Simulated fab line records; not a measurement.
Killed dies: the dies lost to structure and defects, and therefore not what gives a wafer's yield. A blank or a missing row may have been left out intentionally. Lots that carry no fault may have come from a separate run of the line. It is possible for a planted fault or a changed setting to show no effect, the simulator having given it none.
fab line records ; flow nand_harc
[record] lots = 12; wafers = 36; last_day = 26
route steps=1159 shown P_M0@272 P_M1@297 END@1159
lots untouched by any fault: they come from a run of this same line in which no faults occurred
start_h: start of the lot's first displayed wafer, in hours after the record's first day ; wait_h: how many hours have passed since the lot's step before this one ; " unchanged from the row above ; L1.1+2: one row covering several wafers at once ; - no value, or no start was given ; * or withheld: withheld ; < > ~ a bound
route shown NAME@n: names a module that has steps shown in the file, with the first one's number in the route ; usual: mean and standard deviation over wafers with no fault ; same: alike in all rows ; chamber/n: place in a boat ; sites: the reading at each site ; _std_site: their standard deviation ; _edge_site: outer sites' mean less inner sites' ; radius_mm: how far each site lies from the wafer's centre ; mask NAME#n: copy n ; behind: the last tool/chamber to shape the wafer ; hold: the reason the lot was held/the length of the hold in hours/how it ended ; device: the n, p or np transistor that did not switch ; end of line: the route-end tests of the same wafers ; a step without rows: its recipe alone ; killed: the dies lost at the first sort to structure and to defects; this is not the yield of the wafer ; map: a wafer's dies, marking killed ones x, the rest . and places with no die _
set.NAME: setting as actually run; set.NAME@STEP: the setting as run at that earlier step ; model.NAME: the simulator's own value behind a step, which no gauge read
the route's steps for a sample of lots (tables are steps, rows are wafers)
services: from which hour (start_h, from the record's first day; less than 0 if before it) a tool's chamber was out of use, for how many hours, and why
[[steps]]
[step NHARC_P_M0_DEGAS_28]
[recipe] temp_c = 250; time_s = 60
[usual] heater_power_w = 335/28
[same] time_s = 60
lot.wafer;tool;chamber;start_h;wait_h;heater_power_w
L455.1;pvd_sputter-02;-;129.34;-;370
L455.3;pvd_sputter-02;-;129.34;-;314
L455.6;pvd_sputter-02;-;129.34;-;316
L456.1;pvd_sputter-03;-;135.83;-;385
L456.2;pvd_sputter-03;-;135.83;-;357
L456.5;pvd_sputter-03;-;135.83;-;369
L457.1;pvd_sputter-02;-;150.69;-;316
L457.3;pvd_sputter-02;-;150.69;-;318
L457.5;pvd_sputter-02;-;150.69;-;310
L463.4;pvd_sputter-02;-;174.93;-;309
L463.2;pvd_sputter-02;-;174.93;-;320
L463.5;pvd_sputter-02;-;174.93;-;314
L462.2;pvd_sputter-01;-;175.23;-;325
L462.3;pvd_sputter-01;-;175.23;-;300
L462.6;pvd_sputter-01;-;175.23;-;304
L464.2;pvd_sputter-03;-;221.68;-;337
L464.4;pvd_sputter-03;-;221.68;-;356
L464.6;pvd_sputter-03;-;221.68;-;381
L471.4;pvd_sputter-02;-;226.76;-;357
L471.2;pvd_sputter-02;-;226.76;-;308
L471.3;pvd_sputter-02;-;226.76;-;322
L469.3;pvd_sputter-03;-;233.61;-;344
L469.2;pvd_sputter-03;-;233.61;-;369
L469.4;pvd_sputter-03;-;233.61;-;374
L472.2;pvd_sputter-02;-;234.29;-;317
L472.4;pvd_sputter-02;-;234.29;-;318
L472.5;pvd_sputter-02;-;234.29;-;316
L474.3;pvd_sputter-02;-;238.65;-;315
L474.2;pvd_sputter-02;-;238.65;-;318
L474.1;pvd_sputter-02;-;238.65;-;312
L476.1;pvd_sputter-03;-;241.85;-;342
L476.2;pvd_sputter-03;-;241.85;-;366
L476.4;pvd_sputter-03;-;241.85;-;380
L477.3;pvd_sputter-02;-;255.99;-;315
L477.2;pvd_sputter-02;-;255.99;-;317
L477.5;pvd_sputter-02;-;255.99;-;363
[step NHARC_P_M0_CMP_23]
[recipe] t_overpolish_s = 20; target_thk_nm = 117.53
[usual] motor_current_A = 12.4/1.2; slurry_flow_ml_min = 150.1/0.44; time_to_endpoint_s = 30/3.1
lot.wafer;tool;chamber;start_h;wait_h;motor_current_A;slurry_flow_ml_min;time_to_endpoint_s
L455.1;cmp-04;2;130.41;-;12.0;150.5;29
L455.3;cmp-04;3;130.41;-;14.4;149.9;30
L455.6;cmp-04;3;130.41;-;13.9;150.5;29
L456.2;cmp-04;3;136.94;-;13.8;150.1;27
L456.1;cmp-04;1;136.94;-;10.6;150.0;31
L456.5;cmp-04;2;136.94;-;12.7;150.2;31
L457.1;cmp-04;3;151.83;-;13.6;150.4;30
L457.3;cmp-04;0;151.83;-;12.6;150.5;32
L457.5;cmp-04;1;151.83;-;11.2;149.8;30
L463.2;cmp-01;2;176.02;-;14.3;150.3;32
L463.4;cmp-01;0;176.02;-;13.1;149.9;32
L463.5;cmp-01;3;176.02;-;11.0;150.1;30
L462.2;cmp-04;2;176.38;-;12.9;149.6;35
L462.3;cmp-04;0;176.38;-;11.8;150.8;33
L462.6;cmp-04;2;176.38;-;12.0;149.1;35
L464.4;cmp-04;2;222.82;-;12.4;149.9;34
L464.2;cmp-04;3;222.82;-;14.2;149.6;30
L464.6;cmp-04;1;222.82;-;11.2;150.1;31
L471.4;cmp-01;0;227.87;-;12.1;150.3;34
L471.3;cmp-01;2;227.87;-;14.3;149.7;33
L471.2;cmp-01;3;227.87;-;11.5;150.6;33
L469.3;cmp-01;2;234.71;-;13.8;149.8;31
L469.4;cmp-01;3;234.71;-;11.0;151.0;32
L469.2;cmp-01;1;234.71;-;12.0;150.3;30
L472.2;cmp-02;0;235.42;-;14.2;150.0;22
L472.4;cmp-02;3;235.42;-;9.4;150.6;28
L472.5;cmp-02;1;235.42;-;13.5;150.8;27
L474.1;cmp-02;2;239.76;-;12.2;149.8;28
L474.3;cmp-02;3;239.76;-;9.4;149.6;28
L474.2;cmp-02;0;239.76;-;14.6;150.8;25
L476.4;cmp-01;1;242.94;-;12.2;150.3;28
L476.2;cmp-01;2;242.94;-;14.0;149.9;31
L476.1;cmp-01;0;242.94;-;12.8;149.9;30
L477.2;cmp-04;0;257.16;-;12.0;150.4;28
L477.3;cmp-04;1;257.16;-;11.5;149.6;28
L477.5;cmp-04;3;257.16;-;13.2;149.4;26
[step NHARC_P_M0_DEP_32]
[recipe] target_thk_a = 300; temp_c = 370; target_thk_nm = 30; pressure_torr = 3; flow_sccm = 200; rf_w = 450; material = SiCN
[usual] heater_power_w = 557/91; rf_fwd_power_W = 448.8/1.5
lot.wafer;tool;chamber;start_h;wait_h;heater_power_w;rf_fwd_power_W
L455.1;pecvd-02;1;131.03;0.1;484;447.5
L455.3;pecvd-02;2;131.03;0.1;602;448.3
L455.6;pecvd-02;0;131.03;0.1;529;446.4
L456.1;pecvd-02;2;137.55;0.1;586;451.4
L456.2;pecvd-02;1;137.55;0.1;479;447.9
L456.5;pecvd-02;2;137.55;0.1;619;449.6
L457.1;pecvd-04;2;152.39;0.1;602;448.4
L457.3;pecvd-04;0;152.39;0.1;512;449.9
L457.5;pecvd-04;1;152.39;0.1;552;449.2
L463.2;pecvd-03;0;176.66;0.1;553;448.4
L463.5;pecvd-03;1;176.66;0.1;710;448.5
L463.4;pecvd-03;2;176.66;0.1;681;447.4
L462.3;pecvd-04;0;176.97;0.1;458;451.0
L462.2;pecvd-04;2;176.97;0.1;595;449.3
L462.6;pecvd-04;2;176.97;0.1;578;448.8
L464.2;pecvd-02;1;223.47;0.1;457;448.2
L464.4;pecvd-02;2;223.47;0.1;665;449.5
L464.6;pecvd-02;0;223.47;0.1;554;449.6
L471.2;pecvd-04;0;228.54;0.1;481;450.5
L471.3;pecvd-04;0;228.54;0.1;476;448.0
L471.4;pecvd-04;1;228.54;0.1;543;448.3
L469.2;pecvd-02;2;235.33;0.1;553;450.4
L469.3;pecvd-02;1;235.33;0.1;447;447.1
L469.4;pecvd-02;1;235.33;0.1;453;450.4
L472.2;pecvd-04;2;236.13;0.1;592;450.7
L472.5;pecvd-04;2;236.13;0.1;599;453.0
L472.4;pecvd-04;0;236.13;0.1;478;448.3
L474.3;pecvd-03;1;240.35;0.1;606;449.5
L474.1;pecvd-03;2;240.35;0.1;776;448.7
L474.2;pecvd-03;0;240.35;0.1;536;448.7
L476.2;pecvd-03;0;243.56;0.1;546;448.8
L476.1;pecvd-03;1;243.56;0.1;679;450.1
L476.4;pecvd-03;2;243.56;0.1;676;447.5
L477.3;pecvd-03;1;257.72;0.1;703;447.3
L477.2;pecvd-03;0;257.72;0.1;460;447.9
L477.5;pecvd-03;1;257.72;0.1;705;450.3
[step NHARC_P_M1_INSPECT_11]
[usual] raw_defect_count = 4.3/2.9
lot.wafer;tool;chamber;start_h;wait_h;raw_defect_count
L455.1;defect_inspect-02;-;132.42;0.0;3
L455.3;defect_inspect-02;-;132.42;0.0;6
L455.6;defect_inspect-02;-;132.42;0.0;5
L456.1;defect_inspect-02;-;138.93;0.0;3
L456.2;defect_inspect-02;-;138.93;0.0;9
L456.5;defect_inspect-02;-;138.93;0.0;7
L457.1;defect_inspect-02;-;153.63;0.0;4
L457.3;defect_inspect-02;-;153.63;0.0;6
L457.5;defect_inspect-02;-;153.63;0.0;2
L463.2;defect_inspect-01;-;178.01;0.0;7
L463.4;defect_inspect-01;-;178.01;0.0;3
L463.5;defect_inspect-01;-;178.01;0.0;6
L462.2;defect_inspect-02;-;178.33;0.0;7
L462.3;defect_inspect-02;-;178.33;0.0;4
L462.6;defect_inspect-02;-;178.33;0.0;4
L464.2;defect_inspect-01;-;224.88;0.0;493
L464.4;defect_inspect-01;-;224.88;0.0;526
L464.6;defect_inspect-01;-;224.88;0.0;489
L471.2;defect_inspect-02;-;230.04;0.0;1
L471.3;defect_inspect-02;-;230.04;0.0;2
L471.4;defect_inspect-02;-;230.04;0.0;2
L469.2;defect_inspect-01;-;236.70;0.0;465
L469.3;defect_inspect-01;-;236.70;0.0;486
L469.4;defect_inspect-01;-;236.70;0.0;452
L472.2;defect_inspect-02;-;237.44;0.0;1
L472.4;defect_inspect-02;-;237.44;0.0;4
L472.5;defect_inspect-02;-;237.44;0.0;4
L474.1;defect_inspect-02;-;241.77;0.0;2
L474.2;defect_inspect-02;-;241.77;0.0;4
L474.3;defect_inspect-02;-;241.77;0.0;1
L476.1;defect_inspect-02;-;245.03;0.0;3
L476.2;defect_inspect-02;-;245.03;0.0;3
L476.4;defect_inspect-02;-;245.03;0.0;1
L477.2;defect_inspect-01;-;259.11;0.0;5
L477.3;defect_inspect-01;-;259.11;0.0;3
L477.5;defect_inspect-01;-;259.11;0.0;6
[step NHARC_P_M1_PRE_CLEAN_30]
[recipe] time_s = 30; temp_c = 280; gas = H2/He
[usual] heater_power_w = 406/39
[same] time_s = 30
lot.wafer;tool;chamber;start_h;wait_h;heater_power_w
L455.1;pvd_sputter-02;-;-;-;387
L455.3;pvd_sputter-02;-;-;-;455
L455.6;pvd_sputter-02;-;-;-;385
L456.1;pvd_sputter-03;-;-;-;460
L456.2;pvd_sputter-03;-;-;-;459
L456.5;pvd_sputter-03;-;-;-;409
L457.1;pvd_sputter-02;-;-;-;399
L457.3;pvd_sputter-02;-;-;-;446
L457.5;pvd_sputter-02;-;-;-;449
L463.2;pvd_sputter-03;-;-;-;423
L463.4;pvd_sputter-03;-;-;-;446
L463.5;pvd_sputter-03;-;-;-;414
L462.3;pvd_sputter-01;-;-;-;408
L462.2;pvd_sputter-01;-;-;-;409
L462.6;pvd_sputter-01;-;-;-;328
L464.4;pvd_sputter-03;-;-;-;447
L464.2;pvd_sputter-03;-;-;-;465
L464.6;pvd_sputter-03;-;-;-;453
L471.2;pvd_sputter-03;-;-;-;467
L471.3;pvd_sputter-03;-;-;-;426
L471.4;pvd_sputter-03;-;-;-;440
L469.4;pvd_sputter-01;-;-;-;410
L469.2;pvd_sputter-01;-;-;-;311
L469.3;pvd_sputter-01;-;-;-;394
L472.4;pvd_sputter-01;-;-;-;405
L472.2;pvd_sputter-01;-;-;-;378
L472.5;pvd_sputter-01;-;-;-;377
L474.3;pvd_sputter-03;-;-;-;427
L474.1;pvd_sputter-03;-;-;-;457
L474.2;pvd_sputter-03;-;-;-;452
L476.4;pvd_sputter-01;-;-;-;418
L476.1;pvd_sputter-01;-;-;-;373
L476.2;pvd_sputter-01;-;-;-;406
L477.3;pvd_sputter-02;-;-;-;375
L477.2;pvd_sputter-02;-;-;-;440
L477.5;pvd_sputter-02;-;-;-;391
[step NHARC_END_SORT_01]
[recipe] temp_c = 25
[usual] defect_limited_yield = 95.4/1.8; killed_at_array = 27/12; killed_at_other = 0.5/0.9; killed_at_periphery = 3.7/2.7; killed_dies = 31/12; killed_open = 3.3/2; killed_short = 2.0/1.4; sort_bin_2_pct = 1.4/0.74; sort_bin_3_pct = 0.25/0.2; sort_bin_4_pct = 2.9/1.1; sort_n_pass = 646/12; sort_rim_yield_pct = 96.4/2.8; sort_yield_pct = 95.4/1.8
[same] gross_dies = 677; sort_bin_5_pct[%] = 0; sort_bin_6_pct[%] = 0; sort_bin_7_pct[%] = 0; sort_bin_8_pct[%] = 0; sort_rim_n_gross = 106.00
lot.wafer;tool;chamber;start_h;wait_h;defect_limited_yield[%];killed_at_array;killed_at_other;killed_at_periphery;killed_dies;killed_open;killed_short;sort_bin_2_pct[%];sort_bin_3_pct[%];sort_bin_4_pct[%];sort_n_pass;sort_rim_yield_pct[%];sort_yield_pct[%]
L457.1;prober-02;0;488.06;2.5;98.2;10;0;2;12;0;0;0.1;0.44;1.2;665;100.0;98.2
L457.3;prober-02;0;489.66;3.1;97.8;11;0;4;15;4;1;0.4;0;1.8;662;98.1;97.8
L457.5;prober-02;0;491.27;3.7;98.2;10;0;2;12;3;1;0.1;0;1.6;665;99.1;98.2
L464.2;prober-01;0;553.56;2.8;81.7;39;0;85;124;6;2;7.8;3.40;7.1;553;99.1;81.7
L464.4;prober-01;0;555.14;3.4;81.4;39;1;86;126;3;4;8.4;3.84;6.4;551;88.7;81.4
L464.6;prober-01;0;556.72;4.0;81.8;49;0;74;123;5;2;7.5;3.25;7.4;554;81.1;81.8
L472.2;prober-02;0;579.32;2.8;94.8;31;0;4;35;4;2;1.5;0.30;3.4;642;93.4;94.8
L472.4;prober-02;0;580.90;3.4;93.4;35;0;10;45;1;4;1.8;0.30;4.6;632;95.3;93.4
L472.5;prober-02;0;581.69;3.7;96.5;21;0;3;24;1;0;1.3;0.15;2.1;653;91.5;96.5
L469.2;prober-01;0;579.34;2.8;81.1;49;0;79;128;3;1;9.7;2.51;6.6;549;91.5;81.1
L469.3;prober-01;0;580.13;3.1;82.3;35;0;85;120;1;2;6.9;3.40;7.4;557;88.7;82.3
L469.4;prober-01;0;580.93;3.4;79.8;50;0;87;137;6;4;9.0;2.66;8.6;540;97.2;79.8
// killed by level:class
L457.1 A_CONTACT:chamber_film_flake=5 P_STI:chamber_film_flake=2 A_CHANNEL_HOLE_D1:chamber_film_flake=2 A_CHANNEL_FILL_D1:chamber_film_flake=1 A_SLIT:chamber_film_flake=1 A_BONDPAD:chamber_film_flake=1
L457.3 A_CHANNEL_HOLE_D1:chamber_film_flake=5 P_M0:geometric_particle:open=1 A_SOURCE_PLATE:geometric_particle:short=1 A_ONON_D1:geometric_particle:open=1 A_WL_FILL:geometric_particle:open=1 A_M0:geometric_particle:open=1 P_ZERO_WELL:chamber_film_flake=1 P_GATE:chamber_film_flake=1
L457.5 A_CHANNEL_HOLE_D1:chamber_film_flake=5 A_CHANNEL_FILL_D1:geometric_particle:short=1 A_WL_FILL:geometric_particle:open=1 A_CONTACT:geometric_particle:open=1 A_BLC:geometric_particle:open=1 P_ZERO_WELL:chamber_film_flake=1 P_M0:chamber_film_flake=1 A_SLIT:chamber_film_flake=1
L464.2 P_M0:unspecified=81 A_CHANNEL_HOLE_D1:chamber_film_flake=17 A_SLIT:chamber_film_flake=11 P_M1:chamber_film_flake=3 A_M0:geometric_particle:open=2 A_ONON_D1:geometric_particle:open=1 A_CHANNEL_FILL_D1:geometric_particle:open=1 A_SGD_CUT:geometric_particle:short=1
L464.4 P_M0:unspecified=80 A_CHANNEL_HOLE_D1:chamber_film_flake=21 A_SLIT:chamber_film_flake=6 A_CONTACT:chamber_film_flake=4 P_M1:chamber_film_flake=4 A_SOURCE_PLATE:geometric_particle:short=2 A_STAIRCASE:chamber_film_flake=2 P_M1:geometric_particle:open=1
L464.6 P_M0:unspecified=67 A_CHANNEL_HOLE_D1:chamber_film_flake=18 A_SLIT:chamber_film_flake=12 A_CONTACT:chamber_film_flake=8 A_SOURCE_PLATE:geometric_particle:open=3 P_M1:chamber_film_flake=3 A_CHANNEL_FILL_D1:geometric_particle:short=2 P_STI:chamber_film_flake=2
L472.2 A_SLIT:chamber_film_flake=12 A_CHANNEL_HOLE_D1:chamber_film_flake=8 A_CONTACT:chamber_film_flake=4 P_M1:chamber_film_flake=2 P_GATE:geometric_particle:open=1 P_GATE:geometric_particle:short=1 A_CHANNEL_FILL_D1:geometric_particle:short=1 A_WL_FILL:geometric_particle:open=1
L469.2 P_M0:unspecified=78 A_CHANNEL_HOLE_D1:chamber_film_flake=22 A_SLIT:chamber_film_flake=10 A_STAIRCASE:chamber_film_flake=4 A_CONTACT:chamber_film_flake=3 A_ZERO_WELL:chamber_film_flake=2 A_WL_FILL:chamber_film_flake=2 A_ONON_D1:geometric_particle:open=1
L469.3 P_M0:unspecified=85 A_CHANNEL_HOLE_D1:chamber_film_flake=17 A_SLIT:chamber_film_flake=7 A_STAIRCASE:chamber_film_flake=3 A_BLC:chamber_film_flake=3 A_CONTACT:chamber_film_flake=2 A_CHANNEL_FILL_D1:geometric_particle:open=1 A_CHANNEL_FILL_D1:geometric_particle:short=1
L472.4 A_SLIT:chamber_film_flake=13 A_CONTACT:chamber_film_flake=10 P_M1:chamber_film_flake=7 A_CHANNEL_HOLE_D1:chamber_film_flake=6 P_GATE:geometric_particle:short=1 A_ONON_D1:geometric_particle:open=1 A_ONON_D1:geometric_particle:short=1 A_CHANNEL_FILL_D1:geometric_particle:short=1
L469.4 P_M0:unspecified=86 A_CHANNEL_HOLE_D1:chamber_film_flake=20 A_SLIT:chamber_film_flake=15 A_ONON_D1:geometric_particle:short=2 A_CHANNEL_FILL_D1:geometric_particle:open=2 A_CONTACT:geometric_particle:open=2 A_STAIRCASE:chamber_film_flake=2 A_CONTACT:chamber_film_flake=2
L472.5 A_SLIT:chamber_film_flake=13 A_CONTACT:chamber_film_flake=4 P_M1:chamber_film_flake=3 A_STAIRCASE:chamber_film_flake=2 A_CONTACT:geometric_particle:open=1 A_CHANNEL_HOLE_D1:chamber_film_flake=1
[[services]]
tool;chamber;start_h;hours;kind
cmp-04;-;106.87;4.0;pm
pecvd-03;-;111.29;13.0;pm
pecvd-04;0;114.95;3.9;repair
pvd_sputter-03;-;116.72;3.6;repair
pecvd-02;1;117.41;11.5;repair
cmp-02;-;117.89;0.8;repair
pecvd-04;1;124.76;10.0;repair
cmp-01;-;134.17;0.5;repair
cmp-02;-;142.04;4.0;pm
pecvd-02;-;153.00;13.0;pm
cmp-02;-;161.84;1.9;repair
pvd_sputter-01;-;165.19;10.0;pm
cmp-01;-;179.50;4.0;pm
pvd_sputter-03;-;180.46;4.8;repair
pecvd-04;-;186.25;0.7;repair
pvd_sputter-03;-;191.94;1.0;repair
cmp-04;-;192.43;0.6;repair
pecvd-04;-;195.01;13.0;pm
cmp-04;-;204.87;4.0;pm
pecvd-03;0;206.26;7.3;repair
pvd_sputter-02;-;214.00;10.0;pm
cmp-02;-;220.68;3.0;repair
pecvd-04;2;223.92;8.1;repair
cmp-02;-;240.04;4.0;pm
[[key]]
[first_sign] step = NHARC_P_M1_INSPECT_11; reading = raw_defect_count; direction = up; sigmas = 99+; usual = 4.3; struck = 485.2
[effect] step = NHARC_END_SORT_01; reading = killed_at_periphery; direction = up; sigmas = 29; usual = 3.7; struck = 82.7
[more_kills_born_at] NHARC_P_M0_DEP_32@pecvd-02 = 477
met_at NHARC_P_M0_DEP_32
struck_lots L464,L469
not_acting_at NHARC_P_M0_DEGAS_28,NHARC_P_M0_CMP_23,NHARC_P_M1_PRE_CLEAN_30
onset_between 137.55 223.47
[fault] kind = chamber_particle_source; tool = pecvd-02; chamber = -; onset_h = 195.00; steps = NHARC_P_M0_DEP_32; rate_per_visit_cm2 = 0.7238; end_h = 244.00
